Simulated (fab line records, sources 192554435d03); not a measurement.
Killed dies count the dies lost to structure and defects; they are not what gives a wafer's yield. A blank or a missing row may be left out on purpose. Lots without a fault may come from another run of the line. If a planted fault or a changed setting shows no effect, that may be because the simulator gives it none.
fab line records	flow n5Finfet
record lots=12	wafers=31	lastDay=19
route steps=1938 shown MIM_BOT_LITHO@1863 TV_LITHO@1884 TV_OPEN@1887 PAD_METAL@1895
lots that met no fault: taken from a fault-free run of the same line
startH: hours from the record's first day to the start of the lot's first wafer shown	waitH: time in hours since the lot's previous step	" as in the row above	L1.1+2: a row that stands for several wafers	- value missing, or start not given	* or withheld: withheld	< > ~ a bound
route shown NAME@n: NAME is a module with steps in the file, n the number in the route of the first one	usual: mean/standard deviation taken from wafers without a fault	same: alike in all rows	chamber/n: place in a boat	sites: each site's reading	_std_site: standard deviation of those values	_edge_site: inner sites' mean taken away from outer sites' mean	radiusMm: how far each site lies from the wafer's centre	mask NAME#n: copy n	behind: tool/chamber where the wafer was last shaped	hold: reason for holding the lot/hours on hold/outcome of the hold	device: the transistor (n, p or np) that didn't switch	end of line: the same wafers' tests at the end of the route	for a step that has no rows: nothing shown but its recipe	killed: dies lost to structure and defects at the first sort, not the wafer's yield	map: shows each die of a wafer: x if killed, . if not, _ if none is there
set.NAME: the setting that was run; set.NAME@STEP: the one run at that earlier step	model.NAME: the simulator's own value behind a step, which no gauge read
the route's steps for a sample of lots (tables are steps, rows are wafers)
services: when a tool's chamber went out of use (startH, in hours from the record's first day, below 0 if earlier), for how many hours, and the reason
## steps
# step N5_MIM_BOT_LITHO_OVL_MEAS_11
# recipe pointsPerWafer=44
# usual MIM_BOT_OVL=4/4.5
lot.wafer	tool	chamber	startH	waitH	MIM_BOT_OVL[nm]
L507.2	overlay-02	0	296.07	0.0	-4
L507.3	"	0	"	"	0
L507.5	"	0	"	"	-2
L509.3	overlay-01	0	299.16	0.0	5
L509.6	"	0	"	"	8
L511.3	overlay-01	0	309.55	0.0	5
L511.5	"	0	"	"	5
L510.1	overlay-02	0	314.14	0.0	2
L510.5	"	0	"	"	3
L514.1	overlay-01	0	334.54	0.0	-2
L514.3	"	0	"	"	-2
L514.6	"	0	"	"	-4
L515.2	overlay-01	0	344.23	0.0	2
L515.4	"	0	"	"	1
L515.5	"	0	"	"	2
L517.1	overlay-02	0	357.70	0.0	7
L517.5	"	0	"	"	1
L517.6	"	0	"	"	7
L518.1	overlay-01	0	381.45	0.0	6
L518.4	"	0	"	"	4
L524.2	overlay-01	0	404.71	0.0	9
L524.4	"	0	"	"	10
L523.4	overlay-02	0	412.09	0.0	3
L523.5	"	0	"	"	3
L523.6	"	0	"	"	7
L527.1	overlay-02	0	424.52	0.0	-1
L527.2	"	0	"	"	1
L527.3	"	0	"	"	1
L529.1	overlay-01	0	436.68	0.0	4
L529.5	"	0	"	"	9
L529.6	"	0	"	"	6
# step N5_PASSIVATION_OVL_MEAS_60
# recipe pointsPerWafer=44
# usual TV_OVL=3/5.3
lot.wafer	tool	chamber	startH	waitH	TV_OVL[nm]
L507.2	overlay-02	0	297.58	0.0	8
L507.3	"	0	"	"	2
L507.5	"	0	"	"	4
L509.3	overlay-01	0	300.93	0.0	5
L509.6	"	0	"	"	2
L511.3	overlay-01	0	313.53	0.0	4
L511.5	"	0	"	"	6
L510.1	overlay-01	0	317.14	0.0	1
L510.5	"	0	"	"	4
L514.1	overlay-02	0	335.93	0.0	-6
L514.3	"	0	"	"	0
L514.6	"	0	"	"	7
L515.2	overlay-02	0	346.38	0.0	1
L515.4	"	0	"	"	-4
L515.5	"	0	"	"	6
L517.1	overlay-01	0	359.31	0.0	6
L517.5	"	0	"	"	7
L517.6	"	0	"	"	1
L518.1	overlay-01	0	383.12	0.0	14
L518.4	"	0	"	"	13
L524.2	overlay-02	0	406.13	0.0	-8
L524.4	"	0	"	"	-8
L523.4	overlay-02	0	413.71	0.0	-1
L523.5	"	0	"	"	-5
L523.6	"	0	"	"	2
L527.1	overlay-01	0	427.03	0.0	6
L527.2	"	0	"	"	2
L527.3	"	0	"	"	9
L529.1	overlay-02	0	438.32	0.0	6
L529.5	"	0	"	"	2
L529.6	"	0	"	"	-2
# step N5_PASSIVATION_PASS_ETCH_74
# recipe chemistry=CF4/O2	target=SiNx	targetDepthA=2200	timeS=110	ionEnergyEv=100	pressureMtorr=40	sourceW=535	biasW=49	Ar_flow_sccm=100	cf4FlowSccm=100	O2_flow_sccm=10
# usual chamberPressureMTorr=40.00/0.035	drypumpMotorCurrentA=5.6/0.42	oes_f_703_au=0.78/0.085	oesProductAu=0.78/0.087	rfFwdPowerW=531.7/1.8	rfVppV=241/4.4	showerheadPlenumPTorr=2.19/0.06	throttleValvePct=16.03/0.26
lot.wafer	tool	chamber	startH	waitH	chamberPressureMTorr	drypumpMotorCurrentA	oes_f_703_au	oesProductAu	rfFwdPowerW	rfHoursCounterH	rfVppV	showerheadPlenumPTorr	throttleValvePct
L507.2	rieDiel-06	3	297.75	0.0	40.03	5.6	0.70	0.69	528.8	216	241	2.27	16.22
L507.3	"	2	"	"	40.05	5.6	0.74	0.72	533.0	210	239	2.28	16.10
L507.5	"	3	"	"	39.95	5.6	0.69	0.69	529.6	-	240	2.27	16.21
L509.3	rieDiel-06	3	301.16	0.0	40.04	5.6	0.69	0.69	529.8	217	242	2.27	16.23
L509.6	"	2	"	"	40.02	5.6	0.74	0.72	530.4	-	238	2.28	16.08
L511.3	rieDiel-05	0	313.65	0.0	39.93	5.2	0.80	0.81	533.0	115	235	2.14	15.77
L511.5	"	2	"	"	39.94	6.2	0.81	0.82	536.8	-	248	2.21	15.63
L510.1	rieDiel-05	3	317.53	0.0	39.98	5.1	0.89	0.90	531.7	21	242	2.18	15.99
L510.5	"	2	"	"	40.01	6.2	0.81	0.81	533.9	-	249	2.21	15.64
L514.1	rieDiel-02	2	336.05	0.0	40.06	6.0	0.76	0.72	532.7	205	238	2.18	16.06
L514.3	"	1	"	"	39.94	5.6	0.77	0.78	529.0	93	237	2.14	16.10
L514.6	"	3	"	"	40.00	5.6	0.87	0.86	531.4	-	238	2.13	15.71
L515.2	rieDiel-02	0	346.76	0.0	39.96	5.1	0.68	0.66	530.8	232	245	2.28	16.46
L515.4	"	1	"	"	39.99	5.7	0.77	0.77	532.6	95	235	2.14	16.13
L515.5	"	3	"	"	40.03	5.6	0.87	0.85	533.7	-	238	2.13	15.70
L517.1	rieDiel-05	2	359.44	0.0	40.01	6.2	0.80	0.80	530.1	108	250	2.21	15.66
L517.5	"	1	"	"	40.02	5.6	1.02	1.02	528.0	-	242	2.25	15.63
L517.6	"	2	"	"	39.95	6.2	0.80	0.80	531.8	-	249	2.21	15.69
L518.1	rieDiel-06	2	383.32	0.0	39.96	5.6	0.72	0.70	533.3	236	241	2.27	16.15
L518.4	"	1	"	"	39.99	6.6	0.90	0.91	528.7	19	245	2.16	15.73
L524.2	rieDiel-05	1	406.60	0.0	40.01	5.6	0.97	0.93	529.5	18	239	2.24	15.65
L524.4	"	3	"	"	39.93	5.1	0.85	0.87	532.7	48	241	2.17	16.03
L523.4	rieDiel-05	0	413.99	0.0	40.02	5.2	0.57	0.67	401.7	150	270	2.13	15.79
L523.5	"	3	"	"	39.94	5.1	0.61	0.76	403.9	-	279	2.17	16.02
L523.6	"	0	"	"	39.98	5.2	0.57	0.67	405.5	-	270	2.13	15.78
L527.1	rieDiel-05	3	427.89	0.0	39.92	5.1	0.61	0.74	404.8	54	280	2.17	16.02
L527.2	"	2	"	"	40.03	6.2	0.56	0.67	407.0	130	285	2.20	15.69
L527.3	"	0	"	"	39.98	5.2	0.57	0.66	400.8	154	273	2.13	15.78
L529.1	rieDiel-06	1	438.45	0.0	39.96	6.6	0.87	0.89	533.6	34	245	2.16	15.77
L529.5	"	1	"	"	40.01	6.5	0.87	0.89	536.0	-	243	2.16	15.74
L529.6	"	0	"	"	39.97	5.2	0.70	0.73	529.5	-	248	2.11	16.35
# step N5_PASSIVATION_SPUTTER_20
# recipe material=TaN	targetThkA=500	tempC=25	chamberPressurePa=0.4
# usual throttleValvePct=30.4/1.4
lot.wafer	tool	chamber	startH	waitH	throttleValvePct
L507.2	pvdSputter-01	-	298.34	0.0	29.7
L507.3	"	-	"	"	30.3
L507.5	"	-	"	"	30.6
L509.3	pvdSputter-01	-	301.98	0.0	29.7
L509.6	"	-	"	"	29.8
L511.3	pvdSputter-01	-	314.24	0.0	29.5
L511.5	"	-	"	"	31.8
L510.1	pvdSputter-03	-	318.19	0.0	30.2
L510.5	"	-	"	"	29.2
L514.1	pvdSputter-02	-	338.97	0.0	29.9
L514.3	"	-	"	"	29.7
L514.6	"	-	"	"	28.5
L515.2	pvdSputter-02	-	347.47	0.0	30.0
L515.4	"	-	"	"	28.4
L515.5	"	-	"	"	29.5
L517.1	pvdSputter-02	-	360.03	0.0	29.9
L517.5	"	-	"	"	29.7
L517.6	"	-	"	"	29.9
L518.1	pvdSputter-01	-	385.02	0.0	33.3
L518.4	"	-	"	"	31.5
L524.2	pvdSputter-02	-	408.29	0.0	28.4
L524.4	"	-	"	"	31.6
L523.4	pvdSputter-03	-	414.86	0.0	30.2
L523.5	"	-	"	"	29.2
L523.6	"	-	"	"	30.9
L527.1	pvdSputter-02	-	428.50	0.0	31.9
L527.2	"	-	"	"	29.3
L527.3	"	-	"	"	29.9
L529.1	pvdSputter-03	-	439.06	0.0	29.3
L529.5	"	-	"	"	28.9
L529.6	"	-	"	"	31.1
## services
tool	chamber	startH	hours	kind
rieDiel-06	-	295.07	0.1	repair
rieDiel-05	3	319.91	10.7	repair
rieDiel-02	1	328.63	4.6	repair
rieDiel-05	1	330.59	-	clean
rieDiel-05	1	330.59	-	consumableReplace:focusRing
rieDiel-05	1	330.59	19.4	scheduledDown
rieDiel-05	1	330.59	19.4	ventCycle
rieDiel-02	0	358.37	6.8	repair
rieDiel-05	-	361.43	1.6	repair
rieDiel-02	-	370.37	2.8	pm
rieDiel-06	3	406.45	-	clean
rieDiel-06	3	406.45	-	consumableReplace:focusRing
rieDiel-06	3	406.45	24.5	scheduledDown
rieDiel-06	3	406.45	24.5	ventCycle
rieDiel-06	1	410.30	9.1	repair
rieDiel-02	0	413.90	-	clean
rieDiel-02	0	413.90	-	consumableReplace:focusRing
rieDiel-02	0	413.90	17.9	scheduledDown
rieDiel-02	0	413.90	17.9	ventCycle
rieDiel-06	2	430.93	-	clean
rieDiel-06	2	430.93	-	consumableReplace:focusRing
rieDiel-06	2	430.93	16.6	scheduledDown
rieDiel-06	2	430.93	16.6	ventCycle
## key
firstSign step=N5_PASSIVATION_PASS_ETCH_74	reading=rfFwdPowerW	direction=down	sigmas=70	usual=*	struck=*
effect step=N5_PASSIVATION_PASS_ETCH_74	reading=rfVppV	direction=up	sigmas=7.9	usual=241	struck=276
metAt N5_PASSIVATION_PASS_ETCH_74
struckLots L523,L527
notActingAt N5_MIM_BOT_LITHO_OVL_MEAS_11,N5_PASSIVATION_OVL_MEAS_60,N5_PASSIVATION_SPUTTER_20
onsetBetween 406.60 413.99
fault kind=processParameterDrift	tool=rieDiel-05	chamber=-	onsetH=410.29	steps=N5_PASSIVATION_PASS_ETCH_74	channel=sourceW	offset=-128.4	shape=step	endH=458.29	actsIn=theseRecipesOnly	stated=535
